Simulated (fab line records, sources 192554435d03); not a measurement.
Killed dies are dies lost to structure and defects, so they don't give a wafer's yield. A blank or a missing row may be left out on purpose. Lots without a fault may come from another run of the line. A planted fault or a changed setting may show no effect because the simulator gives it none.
fab line records | flow n5_finfet | part 1 of 2: steps 1 to 20 of 28
record lots=5 wafers=15 last_day=15
route steps=1938 shown BEOL_M11@1536
lots that met no fault: from a run of the same line without faults
start_h: hours from the record's first day to the start of the lot's first wafer shown | wait_h: hours since the lot's step before | " the same as in the row above | L1.1+2: a row that stands for several wafers | - no value, or no start given | * or withheld: withheld | < > ~ a bound
route shown NAME@n: a module of which the file shows steps, and the number in the route of the first | usual: mean/standard deviation of fault-free wafers | same: alike in all rows | chamber/n: place in a boat | sites: the reading at each site | _std_site: their standard deviation | _edge_site: outer sites' mean less inner sites' | radius_mm: how far each site lies from the wafer's centre | mask NAME#n: copy n | behind: the tool/chamber that last shaped the wafer | hold: why the lot was held/for how many hours/how that ended | device: the transistor (n, p or np) that didn't switch | end of line: the same wafers' tests at the end of the route | a step without rows: its recipe alone | killed: dies lost to structure and defects at the first sort, not the wafer's yield | map: a wafer's dies, x killed, . not, _ none there
set.NAME: the setting as run; set.NAME@STEP: as run at that earlier step | model.NAME: the simulator's own value behind a step, which no gauge read
lots at some steps of the route; a table a step, a row a wafer
services: from which hour (start_h, from the record's first day; less than 0 if before it) a tool's chamber was out of use, for how many hours, and why
## steps
# step N5_BEOL_M11_ILD_DEP_00
# recipe material=SiCOH_lowk target_thk_a=3085.1 temp_c=300 precursor=DEMS/porogen pressure_torr=5 rf_w=500 time_s=58
# usual heater_power_w=334/60 showerhead_plenum_p_Torr=5.732/0.013 showerhead_vpp_V=1353/42 throttle_valve_pct=14.1/0.89
# columns lot.wafer tool chamber start_h wait_h heater_power_w showerhead_plenum_p_Torr showerhead_vpp_V throttle_valve_pct
L077.1 pecvd-01 2 252.60 0.0 252 5.729 1299 13.3
L077.3 " 0 " " 280 5.731 1390 14.6
L077.6 " 1 " " 389 5.729 1286 12.5
L080.1 pecvd-01 2 278.62 0.0 274 5.712 1324 13.1
L080.4 " 0 " " 323 5.730 1383 15.3
L080.5 " 2 " " 279 5.718 1319 13.4
L083.1 pecvd-03 1 294.92 0.0 337 5.743 1397 15.3
L083.2 " 2 " " 325 5.757 1330 13.9
L083.3 " 0 " " 290 5.740 1345 14.5
L084.1 pecvd-03 0 297.17 0.0 288 5.741 1341 14.3
L084.2 " 2 " " 328 5.739 1352 13.9
L084.6 " 0 " " 292 5.743 1339 14.5
L087.2 pecvd-04 1 302.85 0.0 455 5.751 1414 15.5
L087.4 " 1 " " 450 5.745 1412 15.4
L087.5 " 0 " " 384 5.734 1448 14.6
# step N5_BEOL_M11_CURE_71
# recipe temp_c=385 time_s=240 ambient=He/Ar material=SiCOH_lowk
# usual lamp_power_pct=52.31/0.053 wafer_temp_C_max=387.1/0.81
# columns lot.wafer tool chamber start_h wait_h lamp_power_pct wafer_temp_C_max
L077.1 uv_cure-03 2 252.82 0.2 52.30 386.8
L077.3 " 2 " " 52.27 386.1
L077.6 " 2 " " 52.28 386.3
L080.1 uv_cure-02 2 278.70 0.0 52.26 385.9
L080.4 " 2 " " 52.31 385.9
L080.5 " 2 " " 52.25 386.1
L083.1 uv_cure-03 2 295.71 0.8 52.32 386.3
L083.2 " 2 " " 52.39 386.5
L083.3 " 2 " " 52.35 385.8
L084.1 uv_cure-02 2 297.25 0.1 52.35 386.1
L084.2 " 2 " " 52.34 386.2
L084.6 " 2 " " 52.17 385.7
L087.2 uv_cure-01 2 303.01 0.1 52.31 387.2
L087.4 " 2 " " 52.35 386.7
L087.5 " 2 " " 52.33 386.2
# step N5_BEOL_M11_THK_MEAS_01
# recipe reads=SiCOH_lowk_of_BEOL_M11_ILD_DEP_00
# usual M11_ILD_THK=267/3.7
# columns lot.wafer tool chamber start_h wait_h M11_ILD_THK[nm]
L077.1 film_metro-02 - 253.33 0.4 269
L077.3 " - " " 263
L077.6 " - " " 276
L080.1 film_metro-01 - 279.21 0.4 262
L080.4 " - " " 265
L080.5 " - " " 269
L083.1 film_metro-02 - 296.22 0.4 258
L083.2 " - " " 263
L083.3 " - " " 262
L084.1 film_metro-01 - 297.77 0.4 271
L084.2 " - " " 270
L084.6 " - " " 272
L087.2 film_metro-01 - 303.45 0.4 266
L087.4 " - " " 268
L087.5 " - " " 267
# step N5_BEOL_M11_PECVD_70
# recipe material=SiO2 target_thk_a=200 temp_c=400 precursor=TEOS/O2 pressure_torr=5.5 rf_w=450 teos_flow_sccm=53.8 gas=O2 flow_sccm=3000 time_s=22.7
# usual heater_power_w=795/110 showerhead_plenum_p_Torr=8.78/0.036 showerhead_vpp_V=1308/37 throttle_valve_pct=23.1/1.3
# columns lot.wafer tool chamber start_h wait_h heater_power_w showerhead_plenum_p_Torr showerhead_vpp_V throttle_valve_pct
L077.1 pecvd-03 2 253.37 0.0 713 8.75 1273 22.0
L077.3 " 2 " " 720 8.74 1278 21.9
L077.6 " 0 " " 587 8.75 1300 23.0
L080.1 pecvd-03 0 279.25 0.0 688 8.76 1276 23.0
L080.4 " 0 " " 686 8.76 1288 23.1
L080.5 " 2 " " 728 8.75 1281 22.2
L083.1 pecvd-04 0 296.26 0.0 762 8.81 1365 23.7
L083.2 " 1 " " 903 8.83 1358 25.0
L083.3 " 2 " " 843 8.73 1299 21.5
L084.1 pecvd-04 1 297.82 0.1 997 8.82 1347 25.0
L084.2 " 2 " " 783 8.75 1306 21.3
L084.6 " 2 " " 789 8.74 1262 21.2
L087.2 pecvd-04 0 303.48 0.0 925 8.81 1369 23.5
L087.4 " 2 " " 871 8.75 1293 21.6
L087.5 " 0 " " 914 8.82 1345 23.6
# step N5_BEOL_M11_HM_DEP_02
# recipe material=TiN target_thk_a=200 temp_c=25 chamber_pressure_pa=0.49996
# usual substrate_temp_c=25.01/0.11 throttle_valve_pct=30.2/1.1
# columns lot.wafer tool chamber start_h wait_h substrate_temp_c throttle_valve_pct
L077.1 pvd_sputter-01 - 254.79 1.4 24.98 30.9
L077.3 " - " " 24.95 32.0
L077.6 " - " " 24.93 29.9
L080.1 pvd_sputter-01 - 280.18 0.9 24.84 31.8
L080.4 " - " " 25.06 29.9
L080.5 " - " " 25.05 30.9
L083.1 pvd_sputter-01 - 296.32 0.0 24.99 32.1
L083.2 " - " " 25.06 29.8
L083.3 " - " " 25.13 29.8
L084.1 pvd_sputter-03 - 299.76 1.9 24.87 30.8
L084.2 " - " " 24.96 30.2
L084.6 " - " " 24.89 30.4
L087.2 pvd_sputter-02 - 304.21 0.7 25.25 30.9
L087.4 " - " " 25.04 28.1
L087.5 " - " " 25.05 28.9
# step N5_BEOL_M11_COAT_59
# recipe resist=SOC temp_c=250 time_s=60 spin_rpm=1500 resist_thk_nm=100
# usual chill_plate_temp_C=22.98/0.11
# columns lot.wafer tool chamber start_h wait_h chill_plate_temp_C
L077.1 litho_track-03 0 254.91 0.1 22.64
L077.3 " 0 " " 22.82
L077.6 " 0 " " 22.91
L080.1 litho_track-03 0 280.32 0.1 22.84
L080.4 " 0 " " 23.19
L080.5 " 0 " " 23.04
L083.1 litho_track-02 0 296.44 0.1 23.00
L083.2 " 0 " " 23.12
L083.3 " 0 " " 23.12
L084.1 litho_track-04 0 299.89 0.1 22.85
L084.2 " 0 " " 22.91
L084.6 " 0 " " 23.03
L087.2 litho_track-04 0 304.33 0.1 23.14
L087.4 " 0 " " 23.11
L087.5 " 0 " " 22.89
# step N5_BEOL_M11_COAT_60
# recipe resist=SiARC temp_c=220 time_s=60 spin_rpm=1500 resist_thk_nm=30
# usual chill_plate_temp_C=23.02/0.092
# columns lot.wafer tool chamber start_h wait_h chill_plate_temp_C
L077.1 litho_track-03 0 - - 23.04
L077.3 " 0 " " 23.17
L077.6 " 0 " " 22.96
L080.1 litho_track-03 0 - - 23.14
L080.4 " 0 " " 23.10
L080.5 " 0 " " 23.15
L083.1 litho_track-02 0 - - 23.08
L083.2 " 0 " " 23.02
L083.3 " 0 " " 22.95
L084.1 litho_track-04 0 - - 23.18
L084.2 " 0 " " 23.04
L084.6 " 0 " " 23.04
L087.2 litho_track-04 0 - - 23.13
L087.4 " 0 " " 23.05
L087.5 " 0 " " 23.11
# step N5_BEOL_M11_COAT_05
# recipe resist=CAR-ArF spin_rpm=1500 resist_thk_nm=90
# usual chill_plate_temp_C=22.97/0.1
# columns lot.wafer tool chamber start_h wait_h chill_plate_temp_C
L077.1 litho_track-03 0 - - 23.17
L077.3 " 0 " " 23.03
L077.6 " 0 " " 22.90
L080.1 litho_track-03 0 - - 22.96
L080.4 " 0 " " 22.92
L080.5 " 0 " " 22.89
L083.1 litho_track-02 0 - - 23.01
L083.2 " 0 " " 23.03
L083.3 " 0 " " 22.99
L084.1 litho_track-04 0 - - 22.91
L084.2 " 0 " " 22.84
L084.6 " 0 " " 23.00
L087.2 litho_track-04 0 - - 22.96
L087.4 " 0 " " 23.05
L087.5 " 0 " " 23.07
# step N5_BEOL_M11_EBR_07
# recipe solvent=PGMEA ebr_width_mm=1.5
# usual chill_plate_temp_C=22.96/0.12
# columns lot.wafer tool chamber start_h wait_h chill_plate_temp_C
L077.1 litho_track-03 0 - - 22.87
L077.3 " 0 " " 23.05
L077.6 " 0 " " 22.77
L080.1 litho_track-03 0 - - 22.99
L080.4 " 0 " " 22.93
L080.5 " 0 " " 22.90
L083.1 litho_track-02 0 - - 22.99
L083.2 " 0 " " 23.07
L083.3 " 0 " " 22.91
L084.1 litho_track-04 0 - - 22.77
L084.2 " 0 " " 22.72
L084.6 " 0 " " 22.60
L087.2 litho_track-04 0 - - 22.95
L087.4 " 0 " " 23.02
L087.5 " 0 " " 23.02
# step N5_BEOL_M11_SOFTBAKE_06
# recipe temp_c=110 time_s=60 resist=CAR-ArF
# usual chill_plate_temp_C=23.00/0.12
# columns lot.wafer tool chamber start_h wait_h chill_plate_temp_C
L077.1 litho_track-03 0 - - 23.01
L077.3 " 0 " " 22.97
L077.6 " 0 " " 23.15
L080.1 litho_track-03 0 - - 22.85
L080.4 " 0 " " 22.94
L080.5 " 0 " " 22.84
L083.1 litho_track-02 0 - - 22.88
L083.2 " 0 " " 22.71
L083.3 " 0 " " 22.86
L084.1 litho_track-04 0 - - 22.94
L084.2 " 0 " " 22.93
L084.6 " 0 " " 22.96
L087.2 litho_track-04 0 - - 23.27
L087.4 " 0 " " 23.21
L087.5 " 0 " " 23.01
# step N5_BEOL_M11_EXPOSE_08
# recipe mask_id=M11 na=1.35 source_shape=dipole sigma_inner=0.411 sigma_outer=0.611 polarization=te dose_mj=53.75
# columns lot.wafer tool chamber start_h wait_h mask
L077.1+3+6 arfi_scanner-01 0 255.03 - M11#0
L080.1+4+5 arfi_scanner-03 0 280.44 - M11#0
L083.1+2+3 arfi_scanner-02 0 296.69 - M11#0
L084.1+2+6 arfi_scanner-03 0 300.13 - M11#0
L087.2+4+5 arfi_scanner-03 0 304.46 - M11#0
# step N5_BEOL_M11_PEB_09
# recipe peb_temp_c=withheld peb_time_s=60 resist=CAR-ArF
# usual chill_plate_temp_C=22.98/0.12
# columns lot.wafer tool chamber start_h wait_h chill_plate_temp_C
L077.1 litho_track-04 0 255.09 0.1 22.95
L077.3 " 0 " " 22.75
L077.6 " 0 " " 22.80
L080.1 litho_track-04 0 280.50 0.1 22.86
L080.4 " 0 " " 22.93
L080.5 " 0 " " 22.83
L083.1 litho_track-02 0 296.75 0.1 23.05
L083.2 " 0 " " 23.08
L083.3 " 0 " " 23.10
L084.1 litho_track-03 0 300.19 0.1 23.00
L084.2 " 0 " " 23.12
L084.6 " 0 " " 22.87
L087.2 litho_track-04 0 304.51 0.0 23.04
L087.4 " 0 " " 23.04
L087.5 " 0 " " 23.25
# step N5_BEOL_M11_DEVELOP_10
# recipe develop_time_s=30 developer=TMAH resist=CAR-ArF rinse_liquid=diw dry=air_spin dev_temp_c=23
# usual chill_plate_temp_C=23.00/0.095
# columns lot.wafer tool chamber start_h wait_h chill_plate_temp_C
L077.1 litho_track-04 0 - - 22.91
L077.3 " 0 " " 23.06
L077.6 " 0 " " 23.12
L080.1 litho_track-04 0 - - 22.95
L080.4 " 0 " " 23.03
L080.5 " 0 " " 23.01
L083.1 litho_track-02 0 - - 22.93
L083.2 " 0 " " 22.94
L083.3 " 0 " " 22.95
L084.1 litho_track-03 0 - - 23.01
L084.2 " 0 " " 23.01
L084.6 " 0 " " 23.00
L087.2 litho_track-04 0 - - 23.01
L087.4 " 0 " " 23.10
L087.5 " 0 " " 23.04
# step N5_BEOL_M11_CD_MEAS_11
# recipe target_cd_nm=64.1 landing_energy_ev=500 detector=se_inlens polarity=opening
# usual cd_nm=64.0/0.57
# columns lot.wafer tool chamber start_h wait_h cd_nm
L077.1 cd_sem-01 0 255.16 - 63.7
L077.3 " 0 " " 64.3
L077.6 " 0 " " 62.9
L080.1 cd_sem-01 0 280.57 - 63.9
L080.4 " 0 " " 63.5
L080.5 " 0 " " 64.4
L083.1 cd_sem-01 0 296.82 - 63.8
L083.2 " 0 " " 64.4
L083.3 " 0 " " 63.8
L084.1 cd_sem-02 0 300.26 - 63.6
L084.2 " 0 " " 63.9
L084.6 " 0 " " 63.8
L087.2 cd_sem-02 0 304.58 - 63.1
L087.4 " 0 " " 63.5
L087.5 " 0 " " 63.6
# step N5_BEOL_M11_OVL_MEAS_12
# recipe points_per_wafer=44
# usual M11_OVL=0.4/0.89
# columns lot.wafer tool chamber start_h wait_h M11_OVL[nm]
L077.1 overlay-02 0 255.19 0.0 1.0
L077.3 " 0 " " 1.4
L077.6 " 0 " " 1.4
L080.1 overlay-02 0 280.60 0.0 0.4
L080.4 " 0 " " 0.3
L080.5 " 0 " " 0.1
L083.1 overlay-02 0 296.85 0.0 -0.2
L083.2 " 0 " " 0.6
L083.3 " 0 " " 0.3
L084.1 overlay-02 0 300.29 0.0 -0.2
L084.2 " 0 " " -0.8
L084.6 " 0 " " 0.6
L087.2 overlay-02 0 304.61 0.0 0.3
L087.4 " 0 " " -1.0
L087.5 " 0 " " -0.1
# step N5_BEOL_M11_INSPECT_13
# recipe mode=adi inspect_instrument=brightfield
# usual raw_defect_count=390/91
# columns lot.wafer tool chamber start_h wait_h raw_defect_count
L077.1 defect_inspect-01 - 255.21 0.0 443
L077.3 " - " " 348
L077.6 " - " " 594
L080.1 defect_inspect-01 - 280.62 0.0 428
L080.4 " - " " 395
L080.5 " - " " 353
L083.1 defect_inspect-01 - 296.87 0.0 382
L083.2 " - " " 417
L083.3 " - " " 445
L084.1 defect_inspect-01 - 300.31 0.0 355
L084.2 " - " " 387
L084.6 " - " " 218
L087.2 defect_inspect-01 - 304.63 0.0 366
L087.4 " - " " 338
L087.5 " - " " 511
# step N5_BEOL_M11_DESCUM_16
# recipe chemistry=O2 time_s=7.9 source_power_w=50 bias_power_w=20 pressure_mtorr=20 rf_frequency_hz=2.712e+07 temp_c=40 resist=CAR-ArF o2_flow_sccm=225
# usual chamber_pressure_mTorr=20.001/0.017 drypump_motor_current_A=5.7/0.37 oes_product_au=0.77/0.086 rf_vpp_V=242.9/1.4 showerhead_plenum_p_Torr=2.07/0.072 throttle_valve_pct=20.40/0.26
# columns lot.wafer tool chamber start_h wait_h chamber_pressure_mTorr drypump_motor_current_A oes_product_au rf_hours_counter_h rf_vpp_V showerhead_plenum_p_Torr throttle_valve_pct
L077.1 rie_diel-02 1 255.25 0.0 19.997 6.3 0.95 10 242.0 2.03 19.97
L077.3 " 2 " " 19.984 5.8 0.74 163 243.1 2.09 20.66
L077.6 " 0 " " 19.999 5.7 0.91 - 244.7 2.14 20.21
L080.1 rie_diel-02 0 280.66 0.0 20.038 5.7 0.90 27 243.3 2.13 20.23
L080.4 " 3 " " 20.008 4.9 0.71 234 240.7 1.99 20.97
L080.5 " 2 " " 19.995 5.8 0.74 - 242.8 2.09 20.68
L083.1 rie_diel-03 2 297.03 0.2 20.013 6.0 0.73 200 241.9 1.98 20.48
L083.2 " 1 " " 20.011 5.7 0.75 176 243.0 2.07 20.22
L083.3 " 0 " " 19.965 5.9 0.81 86 241.9 2.01 20.16
L084.1 rie_diel-02 3 300.35 0.0 19.988 4.9 0.71 239 241.2 1.99 20.94
L084.2 " 2 " " 19.998 5.8 0.74 177 243.9 2.08 20.68
L084.6 " 3 " " 20.005 4.9 0.71 - 240.6 1.99 20.96
L087.2 rie_diel-03 1 304.67 0.0 19.987 5.7 0.73 177 242.8 2.07 20.21
L087.4 " 2 " " 20.028 6.0 0.74 201 240.6 1.98 20.52
L087.5 " 3 " " 20.006 5.5 0.68 - 244.3 2.16 20.48
# step N5_BEOL_M11_ETCH_61
# recipe chemistry=CF4 target=SiARC target_depth_a=390 mask_material=CAR-ArF time_s=65 ion_energy_ev=80 pressure_mtorr=40 source_w=545 bias_w=36 Ar_flow_sccm=100 cf4_flow_sccm=100 ends=cleared
# usual chamber_pressure_mTorr=40.00/0.041 drypump_motor_current_A=5.7/0.37 etch_rf_on_time_s=65.2/1.3 oes_product_au=0.66/0.072 rf_vpp_V=183.9/1.1 showerhead_plenum_p_Torr=2.12/0.066 throttle_valve_pct=15.62/0.24
# columns lot.wafer tool chamber start_h wait_h chamber_pressure_mTorr drypump_motor_current_A etch_rf_on_time_s oes_product_au rf_hours_counter_h rf_vpp_V showerhead_plenum_p_Torr throttle_valve_pct
L077.1 rie_diel-02 1 255.28 0.0 40.04 6.3 63.8 0.81 10 184.5 2.10 15.23
L077.3 " 2 " " 39.97 5.8 63.9 0.64 163 185.0 2.14 15.89
L077.6 " 0 " " 39.95 5.7 64.7 0.80 - 185.2 2.17 15.27
L080.1 rie_diel-02 0 280.69 0.0 39.96 5.7 65.0 0.77 27 184.3 2.17 15.29
L080.4 " 3 " " 39.93 4.9 62.3 0.63 234 181.9 2.03 16.07
L080.5 " 2 " " 40.05 5.9 64.8 0.63 - 183.1 2.14 15.89
L083.1 rie_diel-03 2 297.06 0.0 39.97 6.0 65.3 0.63 200 183.5 2.05 15.78
L083.2 " 1 " " 40.02 5.7 64.5 0.65 176 183.5 2.13 15.49
L083.3 " 0 " " 40.04 5.9 66.5 0.69 86 184.2 2.07 15.42
L084.1 rie_diel-02 3 300.38 0.0 40.06 4.9 62.4 0.61 239 182.2 2.03 16.08
L084.2 " 2 " " 39.96 5.9 65.1 0.63 177 183.4 2.14 15.91
L084.6 " 3 " " 40.01 4.9 62.7 0.61 - 180.8 2.03 16.07
L087.2 rie_diel-03 1 304.70 0.0 40.06 5.7 64.4 0.64 177 183.6 2.13 15.49
L087.4 " 2 " " 39.93 6.0 65.0 0.63 201 183.3 2.05 15.77
L087.5 " 3 " " 39.95 5.5 65.6 0.58 - 185.4 2.21 15.74
# step N5_BEOL_M11_ETCH_62
# recipe chemistry=N2/H2 target=SOC target_depth_a=1100 overetch_a=220 mask_material=SiARC temp_c=40 time_s=165 ion_energy_ev=200 pressure_mtorr=30 source_w=840 bias_w=150 n2_flow_sccm=200 h2_flow_sccm=200
# usual chamber_pressure_mTorr=30.00/0.031 drypump_motor_current_A=5.8/0.37 h2_flow_sccm=199.9/0.61 oes_product_au=0.66/0.07 rf_vpp_V=523.3/2.5 showerhead_plenum_p_Torr=2.52/0.086 throttle_valve_pct=17.85/0.22
# columns lot.wafer tool chamber start_h wait_h chamber_pressure_mTorr drypump_motor_current_A h2_flow_sccm oes_product_au rf_hours_counter_h rf_vpp_V showerhead_plenum_p_Torr throttle_valve_pct
L077.1 rie_diel-02 1 255.33 0.0 30.02 6.4 199.8 0.80 10 521.3 2.49 17.42
L077.3 " 2 " " 30.00 5.8 199.8 0.63 163 523.7 2.54 18.16
L077.6 " 0 " " 29.99 5.7 200.7 0.78 - 526.1 2.62 17.75
L080.1 rie_diel-02 0 280.74 0.0 30.04 5.7 199.5 0.77 27 524.7 2.61 17.77
L080.4 " 3 " " 30.01 4.9 201.2 0.60 234 519.5 2.40 18.17
L080.5 " 2 " " 29.98 5.8 199.2 0.63 - 523.8 2.54 18.17
L083.1 rie_diel-03 2 297.11 0.0 29.96 6.1 201.3 0.63 200 519.4 2.43 18.03
L083.2 " 1 " " 30.02 5.7 199.9 0.63 176 522.6 2.53 17.65
L083.3 " 0 " " 29.99 5.9 199.6 0.69 86 521.0 2.45 17.67
L084.1 rie_diel-02 3 300.43 0.0 29.98 4.9 201.0 0.60 239 519.7 2.40 18.16
L084.2 " 2 " " 29.93 5.8 200.9 0.62 177 523.4 2.53 18.19
L084.6 " 3 " " 30.00 4.9 199.6 0.60 - 519.2 2.40 18.18
L087.2 rie_diel-03 1 304.75 0.0 29.92 5.7 199.7 0.64 177 524.7 2.53 17.65
L087.4 " 2 " " 29.98 6.0 199.4 0.63 202 521.6 2.43 18.02
L087.5 " 3 " " 29.94 5.5 201.2 0.58 - 527.4 2.63 17.89
# step N5_BEOL_M11_STRIP_68
# recipe chemistry=N2/H2 temp_c=40 n2_flow_sccm=200 h2_flow_sccm=200 rf_frequency_hz=6e+07
# columns lot.wafer tool chamber start_h wait_h
L077.1+3+6 rie_diel-02 1,2,0 255.47 0.1
L080.1+4+5 rie_diel-02 0,3,2 280.88 0.1
L083.1+2+3 rie_diel-03 2,1,0 297.25 0.1
L084.1+2+6 rie_diel-02 3,2,3 300.57 0.1
L087.2+4+5 rie_diel-03 1,2,3 304.89 0.1
